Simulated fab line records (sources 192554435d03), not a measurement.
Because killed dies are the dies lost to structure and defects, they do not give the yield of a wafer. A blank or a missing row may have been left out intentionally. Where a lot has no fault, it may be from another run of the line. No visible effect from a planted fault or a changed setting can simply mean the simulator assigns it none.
2 desks looking at one fault    flow n5_finfet    numbers are kept per desk, each desk with only its own; the story behind them comes last

FOR THE TOOL OWNER'S DESK: litho_track-05
The tool's own readings at N5_BEOL_M0_SAQP_COAT_87 (time 60 s, resist thk 5 nm): means of the sampled wafers that have a number, for each lot that ran on this tool. If a lot's mean is further than 4 standard deviations from the usual mean, the lot is out of limits and carries the mark OUT (the distance appears in the brackets).
Columns: A = resist_line_temp_C at N5_BEOL_M0_SAQP_COAT_87, usual 23.00 C; B = spin_speed_rpm at N5_BEOL_M0_SAQP_COAT_87, usual 1499.8 rpm
lot   first seen here  A      B
L250  day 6 11:49      23.05  1500.9
L251  day 6 15:02      23.03  1500.2
L254  day 7 12:12      22.99  1499.3
L260  day 9 00:50      23.02  1386.5 (-99 or more) OUT
L261  day 9 03:33      23.03  1387.2 (-99 or more) OUT
This desk finds L260, L261 out of limits, L260 being first, at day 9 00:50 (spin_speed_rpm at N5_BEOL_M0_SAQP_COAT_87). In limits: L250, L251, L254.

METROLOGY DESK
What the gauges read, lot by lot, whatever tool the lot ran on: means of the sampled wafers that have a number. If a lot's mean is further than 4 standard deviations from the usual mean, the lot is out of limits and carries the mark OUT (the distance appears in the brackets). Shown here are 7 of its 10 readings, the ones lying furthest out on some lot.
Columns: A = DIBL_N at N5_BEOL_M4_RC_MEAS_101, usual 36.3 mV/V; B = IOFF_P at N5_BEOL_M4_RC_MEAS_101, usual 0.22 nA/um; C = ION_N at N5_BEOL_M4_RC_MEAS_101, usual 677 uA/um; D = ION_P at N5_BEOL_M4_RC_MEAS_101, usual 466 uA/um; E = SS_N at N5_BEOL_M4_RC_MEAS_101, usual 71.5 mV/dec; F = VT_N at N5_BEOL_M4_RC_MEAS_101, usual 249 mV; G = VT_P at N5_BEOL_M4_RC_MEAS_101, usual -248.9 mV
lot   first seen here  A     B     C    D    E     F    G
L247  day 8 19:02      35.3  0.22  673  470  71.0  250  -247.1
L250  day 9 09:10      36.3  0.21  673  459  72.2  250  -250.8
L251  day 9 15:04      37.2  0.24  689  471  71.2  248  -248.3
L254  day 10 01:01     36.5  0.30  695  482  71.4  244  -243.4
L260  day 11 23:54     38.2  0.24  679  468  72.6  251  -247.9
L261  day 12 03:03     37.0  0.26  677  472  71.6  248  -247.3
L263  day 12 03:20     36.5  0.22  671  461  70.9  251  -250.2
L268  day 13 19:41     32.8  0.16  654  455  70.6  255  -252.9
L270  day 14 01:23     35.5  0.23  680  468  71.6  248  -248.5
L269  day 14 04:28     36.2  0.24  682  470  71.6  248  -246.8
This desk's finding: nothing out of limits on any of the 10 lots.

ALL TOGETHER
The tool owner's desk had the chance to raise an alarm at day 9 00:50 on L260, L261.
Nothing out of limits was seen by the metrology desk.
The metrology desk has L260, L261 on record, within its limits.
All the named lots went through N5_BEOL_M0_SAQP_COAT_87 on litho_track-05.

WHAT WAS PUT IN BY THE SIMULATOR
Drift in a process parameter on litho_track-05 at N5_BEOL_M0_SAQP_COAT_87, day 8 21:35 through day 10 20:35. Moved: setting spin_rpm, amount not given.
Struck lots among those shown: L260, L261.
Hours from the fault's start to each desk's first reading out of limits: the tool owner's desk, 3.
